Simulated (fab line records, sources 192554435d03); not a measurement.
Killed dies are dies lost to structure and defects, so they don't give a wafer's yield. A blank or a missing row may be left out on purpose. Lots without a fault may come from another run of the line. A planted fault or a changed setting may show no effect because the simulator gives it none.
fab line records | flow n5_finfet
record lots=5 wafers=15 last_day=17
route steps=1938 shown MOL_CONTACT_COAG@529 BEOL_M4@1111
lots that met no fault: from a run of the same line without faults
start_h: hours from the record's first day to the start of the lot's first wafer shown | wait_h: hours since the lot's step before | " the same as in the row above | L1.1+2: a row that stands for several wafers | - no value, or no start given | * or withheld: withheld | < > ~ a bound
route shown NAME@n: a module of which the file shows steps, and the number in the route of the first | usual: mean/standard deviation of fault-free wafers | same: alike in all rows | chamber/n: place in a boat | sites: the reading at each site | _std_site: their standard deviation | _edge_site: outer sites' mean less inner sites' | radius_mm: how far each site lies from the wafer's centre | mask NAME#n: copy n | behind: the tool/chamber that last shaped the wafer | hold: why the lot was held/for how many hours/how that ended | device: the transistor (n, p or np) that didn't switch | end of line: the same wafers' tests at the end of the route | a step without rows: its recipe alone | killed: dies lost to structure and defects at the first sort, not the wafer's yield | map: a wafer's dies, x killed, . not, _ none there
set.NAME: the setting as run; set.NAME@STEP: as run at that earlier step | model.NAME: the simulator's own value behind a step, which no gauge read
lots at some steps of the route; a table a step, a row a wafer
services: from which hour (start_h, from the record's first day; less than 0 if before it) a tool's chamber was out of use, for how many hours, and why
## steps
# step N5_MOL_CONTACT_COAG_DESCUM_13
# recipe chemistry=O2 time_s=7 source_power_w=50 bias_power_w=20 pressure_mtorr=20 rf_frequency_hz=2.712e+07 temp_c=40 resist=CAR-EUV o2_flow_sccm=225
# step N5_MOL_CONTACT_COAG_ETCH_59
# recipe chemistry=N2/H2 target=underlayer target_depth_a=130 mask_material=CAR-EUV time_s=10.4 ion_energy_ev=200 pressure_mtorr=30 source_w=840 bias_w=150 n2_flow_sccm=200 h2_flow_sccm=200 ends=cleared
# step N5_MOL_CONTACT_COAG_ETCH_105
# recipe chemistry=CF4 target=SiARC target_depth_a=156 mask_material=CAR-EUV time_s=26 ion_energy_ev=80 pressure_mtorr=40 source_w=545 bias_w=36 Ar_flow_sccm=100 cf4_flow_sccm=100 ends=cleared
# step N5_MOL_CONTACT_COAG_ETCH_106
# recipe chemistry=N2/H2 target=SOC target_depth_a=800 overetch_a=160 mask_material=SiARC temp_c=40 time_s=120 ion_energy_ev=200 pressure_mtorr=30 source_w=840 bias_w=150 n2_flow_sccm=200 h2_flow_sccm=200
# step N5_MOL_CONTACT_COAG_STRIP_107
# recipe chemistry=N2/H2 temp_c=40 n2_flow_sccm=200 h2_flow_sccm=200 rf_frequency_hz=6e+07
# step N5_MOL_CONTACT_COAG_STRIP_108
# recipe chemistry=N2/H2 temp_c=40 n2_flow_sccm=200 h2_flow_sccm=200 rf_frequency_hz=6e+07
# step N5_MOL_CONTACT_COAG_CONTACT_ETCH_14
# recipe chemistry=C4F6/O2 target=SiO2 target_depth_a=275 overetch_a=85 mask_material=SOC pressure_mtorr=30 source_w=370 bias_w=185 Ar_flow_sccm=300 C4F6_flow_sccm=16 O2_flow_sccm=10 time_s=20 ion_energy_ev=259.6
# step N5_MOL_CONTACT_COAG_STRIP_109
# recipe chemistry=C4F6/O2 resist=SiARC rf_frequency_hz=6e+07
# step N5_MOL_CONTACT_COAG_ETCH_15
# recipe chemistry=CH3F/O2 target=SiNx target_depth_a=70 mask_material=SOC stop_on=Si:P over_etch_frac=0.75 ion_energy_ev=120 pressure_mtorr=30 source_w=395 bias_w=73 Ar_flow_sccm=150 CH3F_flow_sccm=30 O2_flow_sccm=20
# step N5_MOL_CONTACT_COAG_ETCH_110
# recipe chemistry=CF4/O2 target=Si target_depth_a=25 time_s=8 pressure_mtorr=100 source_w=200 bias_w=12 ion_energy_ev=60 Ar_flow_sccm=100 cf4_flow_sccm=100 O2_flow_sccm=10
# step N5_MOL_CONTACT_COAG_STRIP_98
# recipe chemistry=N2/H2 power_w=500 temp_c=40 pressure_mtorr=50 rf_frequency_hz=6e+07 overash_fraction=0.3 bias_power_w=8 h2_frac=0.5 n2_flow_sccm=300 h2_flow_sccm=300
# step N5_MOL_CONTACT_COAG_IMPLANT_129
# recipe species=Ge energy_kev=3 dose_cm2=6e+14 tilt_deg=0 rotation_deg=0
# usual beam_on_s=35/4.8 dose_ions_cm2=6e+14/5.5e+11 end_station_pressure_torr=6.1e-06/4.3e-07 faraday_current_uA=2175/300
# columns lot.wafer tool chamber start_h wait_h beam_on_s dose_ions_cm2 end_station_pressure_torr faraday_current_uA
L841.1 implanter-01 0 88.37 0.0 41 6.001e+14 5.4e-06 1869
L841.5 " 0 " " 40 5.996e+14 5.9e-06 1873
L841.6 " 0 " " 40 6e+14 6.1e-06 1900
L844.1 implanter-01 0 107.34 0.0 10 6.06e+13 5.5e-06 758
L844.2 " 0 " " 10 6.07e+13 6e-06 737
L844.4 " 0 " " 10 5.97e+13 5.5e-06 766
L845.2 implanter-01 0 116.50 0.1 10 5.93e+13 5.8e-06 758
L845.3 " 0 " " 10 5.96e+13 5.3e-06 761
L845.6 " 0 " " 10 5.94e+13 5.6e-06 765
L847.1 implanter-01 0 129.81 0.0 10 5.98e+13 5.5e-06 769
L847.3 " 0 " " 10 6.05e+13 5.4e-06 759
L847.4 " 0 " " 10 5.98e+13 5.8e-06 765
L863.2 implanter-02 0 219.35 0.1 30 6.002e+14 6.3e-06 2493
L863.5 " 0 " " 30 6.001e+14 6e-06 2531
L863.6 " 0 " " 30 6.002e+14 6.9e-06 2522
# step N5_MOL_CONTACT_COAG_PRECLEAN_111
# recipe chemistry=NF3:NH3 afs_cycles=1 temp_c=30 time_s=20 sublimation_temp_c=180 sublimation_time_s=60 pressure_torr=3 rf_power_w=30
# step N5_MOL_CONTACT_COAG_TI_SIL_19
# recipe material=Ti target_thk_a=42 temp_c=200 chamber_pressure_pa=5 power_w=5000 time_s=15
# step N5_MOL_CONTACT_COAG_ALD_20
# recipe material=TiN target_thk_a=15 temp_c=400 ald_precursor_family=TiCl4 ald_co_reactant=NH3 pulse_time_s=1 purge_time_s=3 co_reactant_purge_time_s=2 co_reactant_pulse_time_s=2 ald_cycles=68 pressure_torr=3
# step N5_MOL_CONTACT_COAG_SIL_ANNEAL_21
# recipe temp_c=550 time_s=60 ambient=N2
# step N5_MOL_CONTACT_COAG_PRE_CLEAN_141
# recipe gas=H2/He time_s=60 temp_c=300
# step N5_MOL_CONTACT_COAG_SPUTTER_143
# recipe material=Co target_thk_a=25 temp_c=25 chamber_pressure_pa=0.2
# step N5_MOL_CONTACT_COAG_CO_FILL_22
# recipe material=Co target_thk_a=200 temp_c=200 precursor=CCTBA/H2 pressure_torr=30
# step N5_MOL_CONTACT_COAG_ANNEAL_113
# recipe temp_c=400 time_s=300 ambient=H2/N2
# step N5_MOL_CONTACT_COAG_PRE_CLEAN_142
# recipe gas=H2/He time_s=60 temp_c=300
# step N5_MOL_CONTACT_COAG_SPUTTER_130
# recipe material=Co target_thk_a=475 temp_c=25 chamber_pressure_pa=0.5 power_w=3000
# step N5_MOL_CONTACT_COAG_PRECLEAN_125
# recipe chemistry=DIW time_s=57.5 temp_c=23
# step N5_MOL_CONTACT_COAG_SRD_126
# recipe dry_time_s=32 dry=n2_spin spin_rpm=1500
# step N5_MOL_CONTACT_COAG_CMP_23
# recipe stop_on=SiO2 t_overpolish_s=1.5 post_cmp_clean=cu_alkaline down_force_psi=2 platen_rpm=50.289 pad_velocity_m_s=1.0006 target_thk_nm=0
# step N5_MOL_CONTACT_COAG_WET_ETCH_26
# recipe target=Co target_depth_nm=13
# step N5_MOL_CONTACT_COAG_WET_ETCH_116
# recipe chemistry=SC1-inhibited target_depth_nm=4.6 dry=ipa_marangoni rinse_time_s=30 rinse_temp_c=23
# step N5_MOL_CONTACT_COAG_ALD_27
# recipe material=SiOC target_thk_a=170 temp_c=400 ald_precursor_family=carbosiloxane ald_co_reactant=H2-plasma pulse_time_s=1.5 time_s=2720 purge_time_s=2 co_reactant_purge_time_s=2 ald_cycles=340 pressure_torr=2
# step N5_MOL_CONTACT_COAG_CMP_28
# recipe stop_on=SiNx t_overpolish_s=0.85 post_cmp_clean=alkaline_brush down_force_psi=4.15 platen_rpm=51.8 pad_velocity_m_s=1.0307 target_thk_nm=14.522
# step N5_MOL_CONTACT_COAG_ALD_123
# recipe material=SiNx target_thk_a=50 temp_c=400 ald_precursor_family=SiH2I2 ald_co_reactant=N2/H2-plasma pulse_time_s=1 purge_time_s=2 co_reactant_purge_time_s=2 ald_cycles=100 pressure_torr=2
# step N5_MOL_CONTACT_COAG_PECVD_31
# recipe material=SiO2 target_thk_a=460 temp_c=400 precursor=TEOS/O2 pressure_torr=6.5 rf_w=withheld teos_flow_sccm=withheld gas=O2 flow_sccm=2650 time_s=8.9
# step N5_MOL_CONTACT_COAG_COAT_75
# recipe resist=SOC temp_c=250 time_s=60 spin_rpm=1500 resist_thk_nm=60
# step N5_MOL_CONTACT_COAG_COAT_76
# recipe resist=SiARC temp_c=220 time_s=60 spin_rpm=1500 resist_thk_nm=10
# step N5_MOL_CONTACT_COAG_COAT_77
# recipe resist=underlayer temp_c=205 time_s=60 spin_rpm=1500 resist_thk_nm=10
# step N5_MOL_CONTACT_COAG_COAT_78
# recipe resist=CAR-EUV spin_rpm=1500 resist_thk_nm=40
# step N5_MOL_CONTACT_COAG_EBR_80
# recipe solvent=PGMEA ebr_width_mm=1.5
# step N5_MOL_CONTACT_COAG_SOFTBAKE_79
# recipe temp_c=110 time_s=60 resist=CAR-EUV
# step N5_MOL_CONTACT_COAG_EXPOSE_81
# recipe mask_id=VG na=0.33 source_shape=annular sigma_inner=0.3 sigma_outer=0.7 polarization=unpolarized defocus_nm=0 dose_mj=59.5
# step N5_BEOL_M4_RC_MEAS_101
# usual DIBL_N=36.5/1.4 DIBL_P=36.6/1.6 IOFF_N=0.160/0.024 IOFF_P=0.217/0.029 ION_N=674/8.7 ION_P=464/6.5 RC_DENSE_N=18.9/0.35 RC_DENSE_P=23.6/0.45 RC_N=15.43/0.28 RC_P=19.3/0.35 REXT_N=76.1/1.8 REXT_P=99.8/2.1 SS_N=71.6/0.47 SS_P=73.4/0.57 VT_N=250.0/2.5 VT_P=-250/3.1
# columns lot.wafer tool chamber start_h wait_h DIBL_N[mV/V] DIBL_P[mV/V] IOFF_N[nA/um] IOFF_P[nA/um] ION_N[uA/um] ION_P[uA/um] RC_DENSE_N[ohm.um] RC_DENSE_P[ohm.um] RC_N[ohm.um] RC_P[ohm.um] REXT_N[ohm.um] REXT_P[ohm.um] SS_N[mV/dec] SS_P[mV/dec] VT_N[mV] VT_P[mV]
L841.1 prober-02 0 167.05 0.0 36.6 36.0 0.154 0.208 679 470 18.8 23.2 15.09 18.8 72.9 99.4 70.9 72.7 249.8 -249
L841.5 " 0 " " 38.1 36.9 0.167 0.226 680 463 18.7 23.3 15.36 18.9 73.4 100.8 71.9 73.4 246.9 -248
L841.6 " 0 " " 37.9 37.5 0.169 0.227 677 468 19.0 23.8 15.71 19.4 73.2 100.1 71.9 73.3 248.0 -250
L844.1 prober-02 0 193.37 0.0 34.3 34.4 0.136 0.202 649 450 35.7 44.6 29.23 36.4 89.1 113.4 71.2 73.3 251.5 -251
L844.2 " 0 " " 35.2 35.9 0.161 0.228 656 458 35.7 44.2 28.71 36.2 88.5 112.8 71.1 73.3 248.2 -248
L844.4 " 0 " " 35.5 36.4 0.161 0.226 656 453 35.8 44.2 29.18 36.3 88.0 111.7 71.3 73.7 249.8 -250
L845.2 prober-01 0 195.49 0.2 37.3 37.8 0.193 0.267 668 470 35.6 43.5 28.78 35.5 89.2 113.8 71.8 72.7 245.2 -244
L845.3 " 0 " " 36.4 37.2 0.182 0.263 668 468 35.5 43.6 29.07 36.0 88.8 113.2 71.7 73.4 246.1 -245
L845.6 " 0 " " 36.7 37.0 0.184 0.254 671 465 35.3 43.1 28.66 35.4 88.0 113.6 71.8 72.3 249.1 -245
L847.1 prober-01 0 212.81 0.0 38.4 38.6 0.199 0.267 672 462 35.9 44.7 29.22 36.5 90.8 114.5 71.7 73.6 247.0 -245
L847.3 " 0 " " 35.3 34.4 0.143 0.201 654 456 35.3 44.6 28.86 36.2 89.7 115.9 71.5 72.9 249.6 -248
L847.4 " 0 " " 37.0 36.6 0.163 0.229 648 453 35.8 44.8 29.36 36.6 89.9 115.8 71.8 73.7 250.6 -246
L863.2 prober-01 0 301.30 0.2 35.7 38.0 0.155 0.196 675 458 19.1 23.8 15.48 19.5 75.7 100.9 72.1 73.3 251.8 -252
L863.5 " 0 " " 35.5 38.1 0.153 0.204 680 462 19.2 24.1 15.67 19.7 75.2 101.4 71.6 73.2 251.5 -252
L863.6 " 0 " " 37.5 41.2 0.203 0.257 684 467 19.2 24.1 15.73 19.7 74.9 100.9 71.7 73.7 249.2 -248
## services
# columns tool chamber start_h hours kind
implanter-02 - 90.88 4.3 pm
implanter-02 - 165.29 6.0 repair
implanter-01 - 168.62 3.5 repair
implanter-01 - 173.48 3.2 pm
## key
first_sign step=N5_MOL_CONTACT_COAG_IMPLANT_129 reading=dose_ions_cm2 direction=down sigmas=99+ usual=6e+14 struck=5.99e+13
effect step=N5_MOL_CONTACT_COAG_IMPLANT_129 reading=beam_on_s direction=down sigmas=5.3 usual=35 struck=10
effect step=N5_BEOL_M4_RC_MEAS_101 reading=RC_N direction=up sigmas=49 usual=15.43 struck=29.01
effect step=N5_BEOL_M4_RC_MEAS_101 reading=RC_P direction=up sigmas=48 usual=19.3 struck=36.1
effect step=N5_BEOL_M4_RC_MEAS_101 reading=RC_DENSE_N direction=up sigmas=47 usual=18.9 struck=35.6
effect step=N5_BEOL_M4_RC_MEAS_101 reading=RC_DENSE_P direction=up sigmas=45 usual=23.6 struck=44.1
effect step=N5_BEOL_M4_RC_MEAS_101 reading=REXT_N direction=up sigmas=7.4 usual=76.1 struck=89.1
effect step=N5_BEOL_M4_RC_MEAS_101 reading=REXT_P direction=up sigmas=6.6 usual=99.8 struck=113.9
effect step=N5_BEOL_M4_RC_MEAS_101 reading=ION_N direction=down sigmas=1.6 usual=674 struck=660
met_at N5_MOL_CONTACT_COAG_IMPLANT_129
struck_wafers L844.1,L844.2,L844.4,L845.2,L845.3,L845.6,L847.1,L847.3,L847.4
onset_between 88.37 107.34
fault kind=process_parameter_drift tool=implanter-01 chamber=- onset_h=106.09 steps=N5_MOL_CONTACT_COAG_IMPLANT_129 channel=dose_cm2 offset=-5.4e+14 shape=step end_h=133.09 acts_in=these_recipes_only stated=6e+14
